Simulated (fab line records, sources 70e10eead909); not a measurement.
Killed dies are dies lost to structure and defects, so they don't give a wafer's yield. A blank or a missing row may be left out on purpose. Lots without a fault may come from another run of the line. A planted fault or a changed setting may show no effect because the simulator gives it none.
A struck lot beside a sound one | flow nand_harc | 13 steps out of a route of 1302
Sound: wafers L311.1, L311.3, L311.5. Struck: wafers L316.2, L316.4, L316.6. The cause comes at the end.
At each step with rows: each side's tool, then ch and its chambers, then its first start. Under that, the readings that differ: sound wafers | struck wafers | difference of the means | sigmas: that difference in standard deviations of wafers without a fault.
alike: readings whose means differ by less than 2 such deviations, and words and numbers that are the same on both sides. not compared: withheld readings, readings that some wafer has no value for, bounds like >300 that may hide the same value, and numbers for which the record gives no deviation and whose values overlap.
The two part at a step that has a row with sigmas, a row that says differs or no value, or rows on one side only. Numbers that don't overlap but have no deviation are shown without sigmas and don't part them. A reading that every wafer of one side lacks parts them only if that side has two wafers or more.

NHARC_A_SLIT_CD_MEAS_21:
  sound on cd_sem-03, day 22 01:15; struck on cd_sem-03, day 25 00:07
  alike: cd_nm
then, 3 steps without rows for these wafers: NHARC_A_SIN_REMOVE_WET_00 (chemistry H3PO4, time 15300 s); NHARC_A_SIN_REMOVE_PRECLEAN_01 (cleans in SC1); NHARC_A_SIN_REMOVE_SRD_02.
NHARC_A_SIN_REMOVE_INSPECT_04:
  sound on defect_inspect-02, day 22 07:52; struck on defect_inspect-01, day 25 06:35
  alike: raw_defect_count
NHARC_A_WL_FILL_ALD_00: deposits Al2O3, target thk 3 nm, pulse time 3 s, ald cycles 30.
  sound on ald_hk-02 ch 1,3, day 22 07:55; struck on ald_hk-02 ch 0,1,3, day 25 07:09
  alike: heater_power_w, precursor_pulse_height_rel
NHARC_A_WL_FILL_RTA_01: time 5 s.
  sound on rtp_anneal-02 ch 0, day 22 08:11; struck on rtp_anneal-01 ch 0, day 25 07:23
  reading             | sound    | struck   | difference | sigmas
  lamp_power_pct (%)  | 35 35 35 | 27 27 27 | -8         | -2
  lamp_zone_1_pct (%) | 35 35 35 | 27 27 27 | -8         | -2
  lamp_zone_7_pct (%) | 36 36 36 | 28 28 28 | -8         | -2
  alike: wafer_temp_C_max
NHARC_A_WL_FILL_ALD_02: deposits TiN, target thk 2 nm, pulse time 3 s, ald cycles 100.
  sound on ald_metal-01 ch 1,2,3, day 22 08:28; struck on ald_metal-04 ch 0,1,2, day 25 07:35
  alike: heater_power_w, precursor_pulse_height_rel
NHARC_A_WL_FILL_CVD_03: deposits W, target thk 40 nm, time 279 s.
  sound on cvd_w-02 ch 0,1, day 22 08:50; struck on cvd_w-02 ch 0,1, day 25 08:01
  alike: heater_power_w, throttle_valve_pct
then, 1 step without rows for these wafers: NHARC_A_WL_FILL_ETCHBACK_04 (etches the open film in NF3, target depth 60 nm, time 120 s).
NHARC_A_WL_FILL_ETCHBACK_05: etches the open film in Cl2/BCl3, target depth 22 nm, time 60 s.
  sound on rie_metal-01 ch 0,1, day 22 09:26; struck on rie_metal-03 ch 0,1, day 25 08:38
  reading          | sound          | struck         | difference | sigmas
  run_length_s (s) | 82.7 81.2 80.9 | 61.3 60.5 60.7 | -20.8      | -38
  alike: chamber_pressure_mTorr, drypump_motor_current_A, oes_product_au
  not compared: rf_hours_counter_h
NHARC_A_WL_FILL_STRIP_27: strips in N2/H2, time 20 s.
  sound on plasma_asher-01 ch 0,1, day 22 09:37; struck on plasma_asher-02 ch 0, day 25 08:46
  alike: drypump_motor_current_A, heater_power_w
  not compared: rf_hours_counter_h
then, 1 step without rows for these wafers: NHARC_END_SORT_01.

WHERE THEY PART
First at NHARC_A_WL_FILL_RTA_01; last, within this record, at NHARC_A_WL_FILL_ETCHBACK_05. Later steps at which nothing parts them and some readings are alike: NHARC_A_WL_FILL_STRIP_27.

WHY: what the simulator had put in
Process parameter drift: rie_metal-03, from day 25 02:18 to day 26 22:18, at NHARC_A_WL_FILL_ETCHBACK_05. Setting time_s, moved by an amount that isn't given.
